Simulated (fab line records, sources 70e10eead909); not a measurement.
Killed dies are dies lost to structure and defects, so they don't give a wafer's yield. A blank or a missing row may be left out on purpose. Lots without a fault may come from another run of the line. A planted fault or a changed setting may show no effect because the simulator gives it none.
Which tool did it? | flow nand_harc | 24 lots, 72 wafers sampled, at 5 steps of a route of 1302

WHAT THE GAUGES READ, wafer by wafer
NHARC_A_SGD_CUT_INSPECT_11. Usual: raw_defect_count 55, standard deviation 37.
lot  | measured     | on                | raw_defect_count | flag
L074 | day 19 09:23 | defect_inspect-02 | 100 116 105      |
L075 | day 19 09:47 | defect_inspect-02 | 59 68 55         |
L076 | day 20 00:16 | defect_inspect-01 | 52 63 56         |
L077 | day 20 09:34 | defect_inspect-02 | 64 68 80         |
L078 | day 20 09:56 | defect_inspect-01 | 113 116 105      |
L080 | day 20 21:34 | defect_inspect-02 | 15 19 14         |
L079 | day 20 22:05 | defect_inspect-01 | 102 126 132      |
L081 | day 21 17:03 | defect_inspect-01 | 103 105 116      |
L082 | day 22 23:34 | defect_inspect-02 | 135 122 124      |
L083 | day 23 01:17 | defect_inspect-02 | 41 41 36         |
L084 | day 23 10:58 | defect_inspect-01 | 20 21 18         |
L085 | day 23 20:25 | defect_inspect-02 | 32 39 29         |
L086 | day 23 19:22 | defect_inspect-02 | 16 15 20         |
L087 | day 25 01:33 | defect_inspect-02 | 42 43 32         |
L088 | day 25 00:35 | defect_inspect-02 | 11 14 17         |
L090 | day 26 10:59 | defect_inspect-01 | 23 31 21         |
L089 | day 26 13:49 | defect_inspect-02 | 102 78 89        |
L091 | day 26 19:32 | defect_inspect-01 | 15 20 16         |
L093 | day 27 02:59 | defect_inspect-02 | 89 76 96         |
L092 | day 27 04:29 | defect_inspect-02 | 21 21 22         |
L094 | day 27 03:17 | defect_inspect-01 | 23 20 24         |
L096 | day 28 09:08 | defect_inspect-02 | 59 47 41         |
L097 | day 28 08:59 | defect_inspect-01 | 28 20 28         |
L095 | day 28 13:19 | defect_inspect-02 | 36 41 30         |

WHICH TOOL RAN EACH LOT (tool, then ch and the chambers of the sampled wafers, then the start)
lot  | NHARC_A_STAIRCASE_STRIP_254          | NHARC_A_STAIRCASE_DESCUM_270       | NHARC_A_STAIRCASE_HM_DEP_459  | NHARC_A_STAIRCASE_ETCH_313
L074 | plasma_asher-02 ch 0,1, day 16 01:11 | rie_diel-03 ch 0,3, day 16 05:45   | acl_dep-02 ch 0, day 16 13:14 | rie_diel-13 ch 1,3, day 17 02:30
L075 | plasma_asher-02 ch 0,1, day 16 16:05 | rie_diel-12 ch 1,3, day 16 21:49   | acl_dep-03 ch 0, day 17 00:50 | rie_diel-12 ch 0,2, day 17 13:09
L076 | plasma_asher-01 ch 0,1, day 16 16:16 | rie_diel-03 ch 0,1,3, day 16 22:31 | acl_dep-02 ch 0, day 17 02:59 | rie_diel-03 ch 0,3, day 17 16:04
L077 | plasma_asher-02 ch 0,1, day 17 10:29 | rie_diel-13 ch 0,1,3, day 17 16:21 | acl_dep-02 ch 0, day 17 19:29 | rie_diel-12 ch 1,2,3, day 18 05:34
L078 | plasma_asher-02 ch 0,1, day 17 12:28 | rie_diel-12 ch 0,2, day 17 17:59   | acl_dep-03 ch 0, day 18 00:23 | rie_diel-12 ch 0,2,3, day 18 07:55
L080 | plasma_asher-01 ch 1, day 18 02:20   | rie_diel-13 ch 0,2,3, day 18 06:28 | acl_dep-02 ch 0, day 18 09:53 | rie_diel-12 ch 1,2, day 18 17:34
L079 | plasma_asher-02 ch 0,1, day 18 03:58 | rie_diel-03 ch 1,2,3, day 18 07:31 | acl_dep-03 ch 0, day 18 11:31 | rie_diel-03 ch 0,2,3, day 18 19:20
L081 | plasma_asher-01 ch 0,1, day 18 19:28 | rie_diel-03 ch 0,1, day 19 00:57   | acl_dep-01 ch 0, day 19 04:00 | rie_diel-13 ch 0,2,3, day 19 12:50
L082 | plasma_asher-01 ch 0,1, day 19 17:10 | rie_diel-12 ch 1,2,3, day 20 00:18 | acl_dep-01 ch 0, day 20 05:23 | rie_diel-13 ch 0,2, day 20 13:14
L083 | plasma_asher-01 ch 0,1, day 19 18:46 | rie_diel-12 ch 0,1,2, day 20 02:13 | acl_dep-03 ch 0, day 20 06:07 | rie_diel-03 ch 0,2, day 20 15:22
L084 | plasma_asher-02 ch 0,1, day 20 14:40 | rie_diel-13 ch 0,1,3, day 20 18:26 | acl_dep-01 ch 0, day 20 21:46 | rie_diel-03 ch 1,2,3, day 21 07:13
L085 | plasma_asher-02 ch 0,1, day 20 19:34 | rie_diel-03 ch 2,3, day 20 23:24   | acl_dep-02 ch 0, day 21 02:44 | rie_diel-12 ch 1,2,3, day 21 12:45
L086 | plasma_asher-01 ch 0,1, day 20 23:17 | rie_diel-13 ch 0,1,3, day 21 02:55 | acl_dep-02 ch 0, day 21 08:17 | rie_diel-12 ch 1,3, day 21 18:50
L087 | plasma_asher-02 ch 0,1, day 22 00:16 | rie_diel-12 ch 0,1,2, day 22 04:53 | acl_dep-03 ch 0, day 22 08:36 | rie_diel-03 ch 0,1, day 22 18:48
L088 | plasma_asher-02 ch 0,1, day 22 03:03 | rie_diel-03 ch 0,2,3, day 22 07:10 | acl_dep-03 ch 0, day 22 10:26 | rie_diel-03 ch 0,1,3, day 22 18:54
L090 | plasma_asher-02 ch 0,1, day 23 07:41 | rie_diel-03 ch 0,1,2, day 23 13:27 | acl_dep-01 ch 0, day 23 17:26 | rie_diel-13 ch 0,1, day 24 01:28
L089 | plasma_asher-01 ch 0,1, day 23 07:51 | rie_diel-03 ch 2,3, day 23 13:40   | acl_dep-03 ch 0, day 23 18:40 | rie_diel-12 ch 0,2,3, day 24 03:29
L091 | plasma_asher-01 ch 0,1, day 23 11:43 | rie_diel-12 ch 0,1,3, day 23 18:17 | acl_dep-01 ch 0, day 23 22:34 | rie_diel-12 ch 1,2,3, day 24 11:00
L093 | plasma_asher-02 ch 0,1, day 24 01:10 | rie_diel-13 ch 2,3, day 24 05:06   | acl_dep-01 ch 0, day 24 12:47 | rie_diel-03 ch 0,1, day 24 20:59
L092 | plasma_asher-02 ch 0, day 24 04:44   | rie_diel-12 ch 0,2, day 24 13:15   | acl_dep-02 ch 0, day 24 16:16 | rie_diel-13 ch 0,1,2, day 25 00:36
L094 | plasma_asher-01 ch 1, day 24 10:04   | rie_diel-13 ch 0,1,2, day 24 17:04 | acl_dep-03 ch 0, day 24 20:51 | rie_diel-12 ch 1,2, day 25 04:36
L096 | plasma_asher-02 ch 0,1, day 25 09:57 | rie_diel-03 ch 1,3, day 25 14:14   | acl_dep-01 ch 0, day 25 18:07 | rie_diel-12 ch 1,2,3, day 26 02:10
L097 | plasma_asher-02 ch 0,1, day 25 10:34 | rie_diel-12 ch 1,2,3, day 25 15:56 | acl_dep-03 ch 0, day 25 21:25 | rie_diel-13 ch 0,1,3, day 26 05:07
L095 | plasma_asher-02 ch 0,1, day 25 13:12 | rie_diel-13 ch 0,2, day 25 17:52   | acl_dep-03 ch 0, day 25 22:58 | rie_diel-12 ch 0,1,3, day 26 12:33
- NHARC_A_STAIRCASE_STRIP_254: strips in O2.
- NHARC_A_STAIRCASE_DESCUM_270: chemistry O2, time 3 s.
- NHARC_A_STAIRCASE_HM_DEP_459: deposits aC, target thk 1500 nm.
- NHARC_A_STAIRCASE_ETCH_313: etches the open film in CF4/CHF3.

WHAT THE TOOLS THEMSELVES READ (means of the sampled wafers that have a number; where no wafer has one, the mark that the record gives instead)
NHARC_A_STAIRCASE_STRIP_254. Usual: drypump_motor_current_A 5.6 A, standard deviation 0.5; heater_power_w 351 W, standard deviation 44; temp_c 250.00 C, standard deviation 0.17.
lot  | tool            | drypump_motor_current_A (A) | heater_power_w (W) | temp_c (C) | flag
L074 | plasma_asher-02 | 5.7                         | 359                | 249.85     |
L075 | plasma_asher-02 | 5.7                         | 361                | 249.78     |
L076 | plasma_asher-01 | 6.0                         | 317                | 249.78     |
L077 | plasma_asher-02 | 5.7                         | 364                | 250.05     |
L078 | plasma_asher-02 | 5.3                         | 352                | 250.08     |
L080 | plasma_asher-01 | 5.4                         | 412                | 249.99     |
L079 | plasma_asher-02 | 5.3                         | 353                | 250.00     |
L081 | plasma_asher-01 | 5.7                         | 364                | 250.22     |
L082 | plasma_asher-01 | 5.7                         | 363                | 250.07     |
L083 | plasma_asher-01 | 5.9                         | 319                | 250.05     |
L084 | plasma_asher-02 | 5.7                         | 362                | 249.97     |
L085 | plasma_asher-02 | 5.3                         | 352                | 249.98     |
L086 | plasma_asher-01 | 6.0                         | 318                | 250.00     |
L087 | plasma_asher-02 | 5.3                         | 357                | 249.98     |
L088 | plasma_asher-02 | 5.7                         | 354                | 250.10     |
L090 | plasma_asher-02 | 5.3                         | 355                | 249.96     |
L089 | plasma_asher-01 | 6.0                         | 323                | 250.08     |
L091 | plasma_asher-01 | 5.7                         | 368                | 250.16     |
L093 | plasma_asher-02 | 5.3                         | 357                | 249.90     |
L092 | plasma_asher-02 | 6.0                         | 361                | 249.95     |
L094 | plasma_asher-01 | 5.4                         | 410                | 250.01     |
L096 | plasma_asher-02 | 5.7                         | 354                | 250.04     |
L097 | plasma_asher-02 | 5.7                         | 357                | 249.92     |
L095 | plasma_asher-02 | 5.3                         | 356                | 249.83     |

NHARC_A_STAIRCASE_DESCUM_270. Usual: drypump_motor_current_A 6.0 A, standard deviation 0.32; oes_product_au 1.002 a.u., standard deviation 0.013; rf_vpp_V 57.7 V, standard deviation 0.88; showerhead_plenum_p_Torr 1.92 Torr, standard deviation 0.094; throttle_valve_pct 11.310 %, standard deviation 0.0096.
lot  | tool        | drypump_motor_current_A (A) | oes_product_au (a.u.) | rf_vpp_V (V) | showerhead_plenum_p_Torr (Torr) | throttle_valve_pct (%) | flag
L074 | rie_diel-03 | 6.0                         | 1.007                 | 57.4         | 1.98                            | 11.317                 |
L075 | rie_diel-12 | 5.7                         | 1.010                 | 57.7         | 1.90                            | 11.303                 |
L076 | rie_diel-03 | 6.1                         | 1.011                 | 58.5         | 1.89                            | 11.305                 |
L077 | rie_diel-13 | 6.1                         | 1.001                 | 57.6         | 1.94                            | 11.310                 |
L078 | rie_diel-12 | 5.6                         | 1.010                 | 57.5         | 1.90                            | 11.307                 |
L080 | rie_diel-13 | 6.1                         | 0.994                 | 58.0         | 1.88                            | 11.304                 |
L079 | rie_diel-03 | 6.0                         | 0.993                 | 58.3         | 1.87                            | 11.312                 |
L081 | rie_diel-03 | 6.2                         | 1.000                 | 57.9         | 1.79                            | 11.314                 |
L082 | rie_diel-12 | 5.6                         | 1.005                 | 57.6         | 1.87                            | 11.312                 |
L083 | rie_diel-12 | 5.7                         | 0.998                 | 57.5         | 1.88                            | 11.309                 |
L084 | rie_diel-13 | 6.1                         | 0.989                 | 57.9         | 1.93                            | 11.298                 |
L085 | rie_diel-03 | 6.0                         | 0.995                 | 58.6         | 1.88                            | 11.303                 |
L086 | rie_diel-13 | 6.1                         | 0.996                 | 57.7         | 1.93                            | 11.314                 |
L087 | rie_diel-12 | 5.7                         | 0.996                 | 57.2         | 1.87                            | 11.318                 |
L088 | rie_diel-03 | 6.0                         | 1.002                 | 57.6         | 1.90                            | 11.311                 |
L090 | rie_diel-03 | 6.1                         | 1.013                 | 57.5         | 1.91                            | 11.309                 |
L089 | rie_diel-03 | 5.9                         | 0.992                 | 58.2         | 1.94                            | 11.311                 |
L091 | rie_diel-12 | 5.8                         | 0.996                 | 57.5         | 1.90                            | 11.306                 |
L093 | rie_diel-13 | 6.2                         | 0.996                 | 57.4         | 1.95                            | 11.312                 |
L092 | rie_diel-12 | 5.6                         | 0.987                 | 58.0         | 1.88                            | 11.306                 |
L094 | rie_diel-13 | 6.4                         | 1.005                 | 57.7         | 1.96                            | 11.305                 |
L096 | rie_diel-03 | 6.0                         | 1.007                 | 57.6         | 2.02                            | 11.316                 |
L097 | rie_diel-12 | 5.6                         | 0.993                 | 56.4         | 1.85                            | 11.315                 |
L095 | rie_diel-13 | 6.4                         | 1.010                 | 58.2         | 1.90                            | 11.313                 |

NHARC_A_STAIRCASE_HM_DEP_459. Usual: throttle_valve_pct 35.000 %, standard deviation 0.0094.
lot  | tool       | throttle_valve_pct (%) | flag
L074 | acl_dep-02 | 34.998                 |
L075 | acl_dep-03 | 34.988                 |
L076 | acl_dep-02 | 35.000                 |
L077 | acl_dep-02 | 35.008                 |
L078 | acl_dep-03 | 34.999                 |
L080 | acl_dep-02 | 34.991                 |
L079 | acl_dep-03 | 35.008                 |
L081 | acl_dep-01 | 35.002                 |
L082 | acl_dep-01 | 35.009                 |
L083 | acl_dep-03 | 35.004                 |
L084 | acl_dep-01 | 34.990                 |
L085 | acl_dep-02 | 35.004                 |
L086 | acl_dep-02 | 35.001                 |
L087 | acl_dep-03 | 35.004                 |
L088 | acl_dep-03 | 35.005                 |
L090 | acl_dep-01 | 35.007                 |
L089 | acl_dep-03 | 34.995                 |
L091 | acl_dep-01 | 34.999                 |
L093 | acl_dep-01 | 34.997                 |
L092 | acl_dep-02 | 34.997                 |
L094 | acl_dep-03 | 35.001                 |
L096 | acl_dep-01 | 35.001                 |
L097 | acl_dep-03 | 35.009                 |
L095 | acl_dep-03 | 34.996                 |

NHARC_A_STAIRCASE_ETCH_313. Usual: drypump_motor_current_A 5.9 A, standard deviation 0.33; oes_product_au 0.933 a.u., standard deviation 0.02; rf_vpp_V 370.6 V, standard deviation 2.5; showerhead_plenum_p_Torr 1.57 Torr, standard deviation 0.071; throttle_valve_pct 16.803 %, standard deviation 0.0084.
lot  | tool        | drypump_motor_current_A (A) | oes_product_au (a.u.) | rf_vpp_V (V) | showerhead_plenum_p_Torr (Torr) | throttle_valve_pct (%) | flag
L074 | rie_diel-13 | 6.1                         | 0.960                 | 372.0        | 1.62                            | 16.803                 |
L075 | rie_diel-12 | 5.8                         | 0.933                 | 370.6        | 1.59                            | 16.807                 |
L076 | rie_diel-03 | 6.1                         | 0.938                 | 370.9        | 1.58                            | 16.793                 |
L077 | rie_diel-12 | 5.6                         | 0.935                 | 369.3        | 1.54                            | 16.803                 |
L078 | rie_diel-12 | 5.7                         | 0.938                 | 370.5        | 1.58                            | 16.806                 |
L080 | rie_diel-12 | 5.5                         | 0.949                 | 369.2        | 1.52                            | 16.791                 |
L079 | rie_diel-03 | 6.0                         | 0.931                 | 370.8        | 1.56                            | 16.807                 |
L081 | rie_diel-13 | 6.1                         | 0.971                 | 370.5        | 1.55                            | 16.805                 |
L082 | rie_diel-13 | 6.4                         | 0.923                 | 370.8        | 1.59                            | 16.802                 |
L083 | rie_diel-03 | 6.0                         | 0.940                 | 369.1        | 1.51                            | 16.799                 |
L084 | rie_diel-03 | 6.0                         | 0.963                 | 372.6        | 1.62                            | 16.810                 |
L085 | rie_diel-12 | 5.6                         | 0.917                 | 369.3        | 1.54                            | 16.804                 |
L086 | rie_diel-12 | 5.7                         | 0.922                 | 368.8        | 1.52                            | 16.802                 |
L087 | rie_diel-03 | 6.1                         | 0.936                 | 373.5        | 1.64                            | 16.802                 |
L088 | rie_diel-03 | 6.1                         | 0.930                 | 372.1        | 1.63                            | 16.802                 |
L090 | rie_diel-13 | 6.3                         | 0.937                 | 372.0        | 1.63                            | 16.809                 |
L089 | rie_diel-12 | 5.7                         | 0.917                 | 369.9        | 1.57                            | 16.807                 |
L091 | rie_diel-12 | 5.6                         | 0.924                 | 368.6        | 1.53                            | 16.801                 |
L093 | rie_diel-03 | 6.2                         | 0.928                 | 371.1        | 1.58                            | 16.811                 |
L092 | rie_diel-13 | 6.4                         | 0.936                 | 371.8        | 1.61                            | 16.803                 |
L094 | rie_diel-12 | 5.5                         | 0.912                 | 368.5        | 1.51                            | 16.795                 |
L096 | rie_diel-12 | 5.6                         | 0.922                 | 368.4        | 1.53                            | 16.806                 |
L097 | rie_diel-13 | 6.1                         | 0.925                 | 373.9        | 1.66                            | 16.803                 |
L095 | rie_diel-12 | 5.8                         | 0.917                 | 369.0        | 1.56                            | 16.796                 |

THE ANSWER, worked out from the rows above alone
Rule: a lot is off if the mean of its wafers that have a number lies more than 3 standard deviations from the usual mean. A lot without any number at a reading at which 4 lots or more have one is off too. The other lots that the step has rows for count as sound. The gauges are gone through in route order, then the tools' own readings, and for those a lot's mean is taken as printed above. The first step at which some lot is off is used, and at that step the reading that is off furthest; a lot without a number counts as furthest.
No lot is off at any reading shown: from this, nothing can be told.

WHAT THE SIMULATOR HAD PUT IN
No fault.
